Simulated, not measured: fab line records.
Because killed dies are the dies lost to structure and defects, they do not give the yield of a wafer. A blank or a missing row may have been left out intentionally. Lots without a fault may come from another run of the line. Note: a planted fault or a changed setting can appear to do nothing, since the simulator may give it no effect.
fab line records    flow nand-harc
record lots=5  wafers=15  last-day=34
route steps=1302 shown P_GATE@155 END@1302
lots that met no fault: from a run of the same line without faults
start-h: the number of hours between the record's first day and the start of the first shown wafer of the lot    wait-h: hours since the lot's step before    " repeats the value in the row above    L1.1+2: one row covering several wafers at once    - value missing, or start not given    * or withheld: withheld    < > ~ a bound
route shown NAME@n: NAME is a module with steps in the file, n the number in the route of the first one    usual: mean and standard deviation over wafers with no fault    same: alike in all rows    chamber/n: place in a boat    sites: readings site by site    _std_site: standard deviation of those values    _edge_site: outer sites' mean less inner sites'    radius-mm: how far each site lies from the wafer's centre    mask NAME#n: copy n    behind: the last tool/chamber to shape the wafer    hold: cause of the lot's hold/its duration in hours/its outcome    device: the n, p or np transistor that did not switch    end of line: tests run on the same wafers once the route is complete    for a step that has no rows: nothing shown but its recipe    killed: at the first sort, the dies lost to defects and structure; wafer yield is something else    map: dies across one wafer; x = killed, . = not, _ = none there
set.NAME: the setting the step ran with; set.NAME@STEP: the setting that earlier step ran with    model.NAME: the simulator's own value behind a step, which no gauge read
a table for each step, a row for each wafer; lots at some steps of the route
services: the hour from which a tool's chamber was out of use, counted from the record's first day as start-h (under 0 if before that day), plus the number of hours and why
## steps
# step NHARC_P_GATE_ALD_36
# recipe target-thk-a=200  pulse-time-s=60  ald-cycles=223  temp-c=400  material=SiNx
# usual heater-power-w=827/81  precursor-pulse-height-rel=0.999/0.022
# same ald-cycles=223
lot.wafer  tool        chamber  start-h  wait-h  heater-power-w  precursor-pulse-height-rel
L918.3     ald-sin-01  2        115.09   -       827             1.058
L918.5     "           3        116.15   -       714             1.001
L918.6     "           0        117.20   -       862             0.966
L923.4     ald-sin-04  0        159.03   -       925             0.977
L923.2     "           1        160.10   -       790             0.989
L923.1     "           2        161.17   -       646             0.956
L924.2     ald-sin-01  1        162.87   -       790             1.031
L924.1     "           2        163.93   -       826             0.989
L924.6     "           1        167.10   -       773             1.022
L936.1     ald-sin-04  0        292.97   -       855             0.982
L936.4     "           1        294.02   -       782             1.020
L936.6     "           0        297.19   -       852             1.004
L940.3     ald-sin-04  2        330.66   -       640             1.023
L940.1     "           0        332.77   -       846             1.031
L940.5     "           2        334.87   -       631             1.018
# step NHARC_P_GATE_ETCHBACK_37
# recipe target-depth-a=345  time-s=17.2  chf3-flow-sccm=50  o2-flow-sccm=10  ar-flow-sccm=200  rf-w=500  bias-w=200  chemistry=CHF3/O2
# usual drypump-motor-current-A=5.7/0.42  oes-product-au=0.95/0.033  rf-vpp-V=371.5/2.1  showerhead-plenum-p-Torr=2.45/0.087  throttle-valve-pct=20.572/0.0084
lot.wafer  tool         chamber  start-h  wait-h  drypump-motor-current-A  oes-product-au  rf-hours-counter-h  rf-vpp-V  showerhead-plenum-p-Torr  throttle-valve-pct
L918.3     rie-diel-13  1        -        -       5.4                      0.93            7                   374.2     2.57                      20.568
L918.6     "            0        "        "       6.1                      0.92            -                   371.3     2.43                      20.564
L918.5     "            1        "        "       5.4                      0.92            -                   374.7     2.57                      20.572
L923.4     rie-diel-10  1        -        -       6.0                      1.01            6                   369.4     2.33                      20.589
L923.2     "            2        "        "       6.1                      1.00            4                   374.4     2.55                      20.573
L923.1     "            3        "        "       5.6                      1.00            5                   372.3     2.47                      20.568
L924.2     rie-diel-07  3        -        -       5.9                      0.92            4                   372.9     2.52                      20.561
L924.1     "            1        "        "       6.1                      0.92            3                   369.3     2.35                      20.569
L924.6     "            0        "        "       6.4                      0.92            -                   368.5     2.28                      20.560
L936.1     rie-diel-10  2        -        -       6.1                      0.91            2                   372.3     2.55                      20.588
L936.4     "            3        "        "       5.6                      0.91            2                   371.3     2.47                      20.566
L936.6     "            0        "        "       5.5                      0.91            -                   371.5     2.43                      20.578
L940.3     rie-diel-13  0        -        -       6.1                      1.00            11                  371.0     2.42                      20.573
L940.1     "            1        "        "       5.5                      0.99            10                  374.6     2.57                      20.579
L940.5     "            1        "        "       5.4                      0.99            -                   373.7     2.57                      20.585
# step NHARC_P_GATE_STRIP_101
# recipe time-s=20  o2-flow-sccm=500  ar-flow-sccm=0  bias-w=0  chemistry=O2
# usual drypump-motor-current-A=5.7/0.41  oes-product-au=0.998/0.0077  rf-vpp-V=57.9/0.86  showerhead-plenum-p-Torr=3.60/0.12  throttle-valve-pct=17.037/0.0095
lot.wafer  tool         chamber  start-h  wait-h  drypump-motor-current-A  oes-product-au  rf-hours-counter-h  rf-vpp-V  showerhead-plenum-p-Torr  throttle-valve-pct
L918.3     rie-diel-13  0        121.55   0.1     6.1                      1.007           6                   58.8      3.57                      17.041
L918.6     "            0        "        "       6.1                      1.006           -                   58.4      3.56                      17.029
L918.5     "            1        "        "       5.4                      0.999           -                   58.5      3.78                      17.054
L923.2     rie-diel-10  1        167.64   0.1     6.0                      1.000           6                   58.4      3.43                      17.045
L923.4     "            3        "        "       5.6                      0.998           5                   57.9      3.63                      17.032
L923.1     "            0        "        "       5.5                      0.997           6                   58.1      3.58                      17.035
L924.1     rie-diel-07  3        172.47   0.1     5.8                      1.001           4                   58.1      3.69                      17.040
L924.2     "            0        "        "       6.3                      1.009           4                   58.3      3.36                      17.046
L924.6     "            0        "        "       6.3                      0.995           -                   55.9      3.36                      17.018
L936.4     rie-diel-10  2        301.52   0.1     6.1                      0.999           2                   57.3      3.74                      17.048
L936.1     "            3        "        "       5.6                      1.000           2                   57.4      3.63                      17.034
L936.6     "            1        "        "       6.0                      0.999           -                   57.2      3.42                      17.034
L940.1     rie-diel-13  1        340.24   0.1     5.5                      0.987           10                  57.5      3.77                      17.043
L940.3     "            3        "        "       5.8                      0.995           12                  60.3      3.66                      17.037
L940.5     "            0        "        "       6.2                      1.004           -                   57.9      3.56                      17.047
# step NHARC_P_GATE_PRECLEAN_97
# recipe time-s=600  temp-c=120  chemistry=SPM
# step NHARC_P_GATE_SRD_98
# step NHARC_P_GATE_PRECLEAN_99
# recipe time-s=*  temp-c=50  bath-age-min=0  chemistry=SC1
# step NHARC_P_GATE_SRD_100
# step NHARC_P_GATE_DEHYDRATE_38
# recipe temp-c=150  time-s=120
# step NHARC_P_GATE_HMDS_39
# recipe time-s=30
# step NHARC_P_GATE_COAT_40
# recipe spin-rpm=3000
# step NHARC_P_GATE_SOFTBAKE_41
# recipe temp-c=122  time-s=95
# step NHARC_P_GATE_EBR_42
# step NHARC_P_GATE_EXPOSE_43
# recipe na=0.6  target-cd-nm=720  dose-mj=14.81  mask-id=P_NSD
lot.wafer   tool            chamber  start-h  wait-h  mask
L918.3+5+6  krf-scanner-02  0        122.33   -       P_NSD#0
L923.1+2+4  krf-scanner-04  0        168.41   -       P_NSD_R1#0
L924.1+2+6  krf-scanner-04  0        173.19   -       P_NSD#0
L936.1+4+6  krf-scanner-02  0        302.28   -       P_NSD#0
L940.1+3+5  krf-scanner-02  0        341.00   -       P_NSD#0
# step NHARC_P_GATE_PEB_44
# recipe peb-temp-c=118  peb-time-s=85
# step NHARC_P_GATE_DEVELOP_45
# recipe time-s=70
# step NHARC_P_GATE_CD_MEAS_46
# recipe target-cd-nm=720  landing-energy-ev=500
# usual cd-nm=720.2/1.5
lot.wafer  tool       chamber  start-h  wait-h  cd-nm
L918.3     cd-sem-03  0        122.48   -       719.6
L918.5     "          0        "        "       718.8
L918.6     "          0        "        "       718.1
L923.1     cd-sem-03  0        168.57   -       714.0
L923.2     "          0        "        "       713.7
L923.4     "          0        "        "       714.3
L924.1     cd-sem-03  0        173.35   -       718.9
L924.2     "          0        "        "       720.2
L924.6     "          0        "        "       719.3
L936.1     cd-sem-03  0        302.43   -       718.7
L936.4     "          0        "        "       720.4
L936.6     "          0        "        "       720.6
L940.1     cd-sem-01  0        341.16   -       719.0
L940.3     "          0        "        "       716.5
L940.5     "          0        "        "       717.7
# step NHARC_P_GATE_HARDBAKE_47
# recipe temp-c=125  time-s=80
# step NHARC_P_GATE_DESCUM_48
# recipe time-s=3  o2-flow-sccm=200  ar-flow-sccm=0  bias-power-w=0  chemistry=O2
# usual drypump-motor-current-A=5.7/0.43  oes-product-au=0.997/0.0072  rf-vpp-V=57.8/0.89  showerhead-plenum-p-Torr=1.94/0.071  throttle-valve-pct=11.311/0.009
lot.wafer  tool         chamber  start-h  wait-h  drypump-motor-current-A  oes-product-au  rf-hours-counter-h  rf-vpp-V  showerhead-plenum-p-Torr  throttle-valve-pct  model.P_GATE.cd-nm
L918.3     rie-diel-13  2        123.21   -       5.1                      1.005           7                   57.8      2.00                      11.303              719.6
L918.6     "            0        "        "       6.1                      1.008           -                   57.4      1.93                      11.300              718.5
L918.5     "            1        "        "       5.4                      1.005           -                   57.8      2.06                      11.301              718.2
L923.4     rie-diel-07  1        168.73   -       6.1                      0.999           2                   57.0      1.87                      11.304              713.5
L923.2     "            2        "        "       5.0                      0.995           2                   58.8      1.92                      11.319              713.7
L923.1     "            3        "        "       5.8                      1.005           3                   58.5      2.01                      11.302              713.8
L924.2     rie-diel-07  3        173.51   -       5.8                      1.007           4                   57.0      2.01                      11.316              719.7
L924.1     "            1        "        "       6.1                      1.005           3                   56.3      1.87                      11.299              718.6
L924.6     "            0        "        "       6.3                      0.995           -                   54.7      1.81                      11.309              719.4
L936.4     rie-diel-13  2        302.59   -       5.0                      1.001           9                   57.3      1.99                      11.313              720.2
L936.1     "            3        "        "       5.8                      0.999           8                   57.3      1.99                      11.317              718.8
L936.6     "            2        "        "       5.0                      0.991           -                   57.8      1.99                      11.312              720.6
L940.1     rie-diel-13  2        341.32   -       5.1                      1.004           12                  59.3      1.99                      11.315              719.1
L940.3     "            3        "        "       5.9                      0.995           12                  57.7      1.99                      11.305              716.7
L940.5     "            2        "        "       5.1                      1.002           -                   57.1      1.99                      11.302              717.5
# step NHARC_P_GATE_IMPLANT_49
# recipe energy-kev=30  dose-cm2=3e+15  tilt-deg=7
# step NHARC_END_SORT_01
# recipe temp-c=25
# usual killed-at-array=54/23  killed-at-other=1.2/1.5  killed-at-periphery=3.9/2.5  killed-dies=59/23  killed-open=3.2/1.7  killed-short=2.4/1.6
# same gross-dies=677
lot.wafer  tool       chamber  start-h  wait-h  killed-at-array  killed-at-other  killed-at-periphery  killed-dies  killed-open  killed-short
L918.3     prober-02  0        575.55   3.1     62               0                6                    68           1            4
L918.5     prober-02  0        577.15   3.7     52               1                8                    61           2            1
L918.6     prober-02  0        577.95   4.0     56               1                9                    66           4            0
L924.1     prober-02  0        623.09   2.5     95               1                5                    101          6            2
L924.2     prober-02  0        623.89   2.8     73               3                4                    80           2            1
L924.6     prober-02  0        627.10   4.0     104              3                6                    113          3            5
L923.1     prober-02  0        630.91   2.5     31               6                2                    39           4            8
L923.2     prober-02  0        631.71   2.8     27               4                4                    35           4            2
L923.4     prober-02  0        633.31   3.4     19               1                1                    21           2            0
L936.1     prober-01  0        749.93   2.4     38               0                4                    42           3            1
L936.4     prober-01  0        752.34   3.4     37               0                5                    42           2            2
L936.6     prober-01  0        753.95   4.0     52               0                4                    56           3            2
L940.1     prober-02  0        806.25   2.5     57               0                0                    57           8            5
L940.3     prober-02  0        807.86   3.1     52               1                6                    59           2            5
L940.5     prober-02  0        809.47   3.7     55               0                1                    56           2            2
# killed by level:class
L918.3 A_CHANNEL_HOLE_D2:chamber-film-flake=37 A_SLIT:chamber-film-flake=12 A_DECK1_JOINT:chamber-film-flake=4 P_M1:chamber-film-flake=3 A_WL_FILL:chamber-film-flake=3 A_CONTACT:chamber-film-flake=2 P_GATE:geometric-particle:short=1 P_CONTACT:geometric-particle:short=1
L918.5 A_CHANNEL_HOLE_D2:chamber-film-flake=27 A_SLIT:chamber-film-flake=11 A_CONTACT:chamber-film-flake=6 P_M1:chamber-film-flake=5 A_WL_FILL:chamber-film-flake=3 P_ZERO_WELL:chamber-film-flake=2 A_DECK1_JOINT:chamber-film-flake=2 P_GATE:geometric-particle:open=1
L918.6 A_CHANNEL_HOLE_D2:chamber-film-flake=35 A_SLIT:chamber-film-flake=12 A_CONTACT:chamber-film-flake=5 P_M1:chamber-film-flake=4 P_GATE:geometric-particle:open=2 P_STI:geometric-particle:open=1 A_M1:geometric-particle:open=1 P_ZERO_WELL:chamber-film-flake=1
L924.1 A_CHANNEL_HOLE_D1:chamber-film-flake=28 A_SLIT:chamber-film-flake=26 A_CHANNEL_HOLE_D2:chamber-film-flake=25 A_CONTACT:chamber-film-flake=7 P_GATE:chamber-film-flake=3 P_GATE:geometric-particle:open=1 A_SOURCE_PLATE:geometric-particle:short=1 A_DECK1_JOINT:geometric-particle:open=1
L924.2 A_CHANNEL_HOLE_D1:chamber-film-flake=21 A_CHANNEL_HOLE_D2:chamber-film-flake=20 A_SLIT:chamber-film-flake=18 A_CHANNEL_FILL_D1:chamber-film-flake=4 A_CONTACT:chamber-film-flake=4 P_GATE:chamber-film-flake=3 THIN_TSV:chamber-film-flake=3 A_M1:chamber-film-flake=2
L924.6 A_CHANNEL_HOLE_D2:chamber-film-flake=39 A_CHANNEL_HOLE_D1:chamber-film-flake=28 A_SLIT:chamber-film-flake=24 P_GATE:chamber-film-flake=5 A_CONTACT:chamber-film-flake=5 A_ONON_D1:geometric-particle:short=2 A_CHANNEL_FILL_D2:geometric-particle:short=2 THIN_TSV:chamber-film-flake=2
L923.1 A_CHANNEL_HOLE_D2:chamber-film-flake=8 THIN_TSV:chamber-film-flake=6 A_CHANNEL_HOLE_D1:chamber-film-flake=4 A_CONTACT:chamber-film-flake=3 A_ONON_D2:geometric-particle:short=2 A_CHANNEL_HOLE_D2:geometric-particle:short=2 A_M0:geometric-particle:open=2 P_GATE:geometric-particle:short=1
L923.2 A_CHANNEL_HOLE_D2:chamber-film-flake=12 A_CHANNEL_HOLE_D1:chamber-film-flake=3 A_CHANNEL_FILL_D1:chamber-film-flake=3 A_CONTACT:chamber-film-flake=3 THIN_TSV:chamber-film-flake=3 A_SLIT:chamber-film-flake=2 P_STI:geometric-particle:open=1 P_CONTACT:geometric-particle:short=1
L923.4 A_CHANNEL_HOLE_D2:chamber-film-flake=9 A_CHANNEL_HOLE_D1:chamber-film-flake=2 A_WL_FILL:chamber-film-flake=2 A_SOURCE_PLATE:geometric-particle:open=1 A_CHANNEL_FILL_D2:geometric-particle:open=1 P_STI:chamber-film-flake=1 A_DECK1_JOINT:chamber-film-flake=1 A_STAIRCASE:chamber-film-flake=1
L936.1 A_SLIT:chamber-film-flake=16 A_CHANNEL_HOLE_D1:chamber-film-flake=11 A_CONTACT:chamber-film-flake=7 P_M0:geometric-particle:short=1 A_WL_FILL:geometric-particle:open=1 A_CONTACT:geometric-particle:open=1 A_BLC:geometric-particle:open=1 P_ZERO_WELL:chamber-film-flake=1
L936.4 A_SLIT:chamber-film-flake=19 A_CHANNEL_HOLE_D1:chamber-film-flake=6 A_CONTACT:chamber-film-flake=6 P_STI:chamber-film-flake=3 P_GATE:chamber-film-flake=2 A_CHANNEL_HOLE_D1:geometric-particle:short=1 A_DECK1_JOINT:geometric-particle:open=1 A_STAIRCASE:chamber-film-flake=1
L936.6 A_SLIT:chamber-film-flake=24 A_CHANNEL_HOLE_D1:chamber-film-flake=14 A_CHANNEL_HOLE_D2:chamber-film-flake=4 A_CONTACT:chamber-film-flake=3 P_GATE:chamber-film-flake=2 P_M0:geometric-particle:short=1 A_CHANNEL_FILL_D1:geometric-particle:open=1 A_CONTACT:geometric-particle:short=1
L940.1 A_CHANNEL_HOLE_D2:chamber-film-flake=18 A_CONTACT:chamber-film-flake=10 A_SLIT:chamber-film-flake=8 A_SGD_CUT:chamber-film-flake=4 A_ONON_D1:geometric-particle:open=3 A_WL_FILL:chamber-film-flake=2 A_SOURCE_PLATE:geometric-particle:open=1 A_ONON_D1:geometric-particle:short=1
L940.3 A_CHANNEL_HOLE_D2:chamber-film-flake=22 A_SLIT:chamber-film-flake=8 A_CONTACT:chamber-film-flake=6 P_GATE:chamber-film-flake=4 A_BONDPAD:chamber-film-flake=3 A_CHANNEL_FILL_D1:geometric-particle:short=2 A_SGD_CUT:chamber-film-flake=2 A_WL_FILL:chamber-film-flake=2
L940.5 A_CHANNEL_HOLE_D2:chamber-film-flake=26 A_CONTACT:chamber-film-flake=10 A_SLIT:chamber-film-flake=8 A_SGD_CUT:chamber-film-flake=3 A_CHANNEL_FILL_D2:geometric-particle:open=2 A_CHANNEL_FILL_D2:geometric-particle:short=1 A_CONTACT:geometric-particle:short=1 P_GATE:chamber-film-flake=1
## services
tool            chamber  start-h  hours  kind
krf-scanner-02  -        94.00    4.0    pm
rie-diel-13     3        96.93    3.6    repair
rie-diel-07     0        99.77    5.6    repair
krf-scanner-02  -        111.57   1.1    repair
rie-diel-13     3        114.74   10.1   repair
rie-diel-07     -        117.20   9.0    pm
ald-sin-04      3        127.05   5.6    repair
ald-sin-01      -        127.34   2.8    repair
rie-diel-10     2        132.29   2.6    repair
krf-scanner-04  -        161.83   2.0    repair
rie-diel-13     -        165.05   9.0    pm
krf-scanner-04  -        182.00   4.0    pm
rie-diel-13     1        211.78   4.5    repair
ald-sin-01      -        213.17   10.0   pm
ald-sin-04      0        222.68   4.9    repair
rie-diel-13     -        224.48   1.4    repair
rie-diel-07     1        241.12   4.1    repair
rie-diel-10     -        242.50   9.0    pm
rie-diel-10     -        261.09   1.0    repair
ald-sin-04      0        262.64   3.3    repair
krf-scanner-02  -        266.00   4.0    pm
rie-diel-07     -        271.60   0.8    repair
rie-diel-07     -        294.20   9.0    pm
ald-sin-04      -        302.52   3.7    repair
## key
first-sign step=NHARC_P_GATE_EXPOSE_43  reading=mask  direction=changed
effect step=NHARC_P_GATE_CD_MEAS_46  reading=cd-nm  direction=down  sigmas=4  usual=720.2  struck=714.0
model-effect step=NHARC_P_GATE_DESCUM_48  value=P_GATE.cd-nm  without=720.1  struck=713.6
met-at NHARC_P_GATE_EXPOSE_43
struck-wafers L923.1,L923.2,L923.4
tester-left-out L923
fault kind=wrong-mask  tool=any  chamber=-  onset-h=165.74  steps=NHARC_P_GATE_EXPOSE_43  aux-copy=P_NSD_R1#0  cd-offset-nm=-6.4841  scope=struck-lots-only
# tester-left-out: of these lots the tester's yield and bins aren't shown, on N5 and GAA mostly nor the transistor test; their killed dies are dies lost to structure and defects alone, not to doping, threshold or leakage, so they don't give the yield
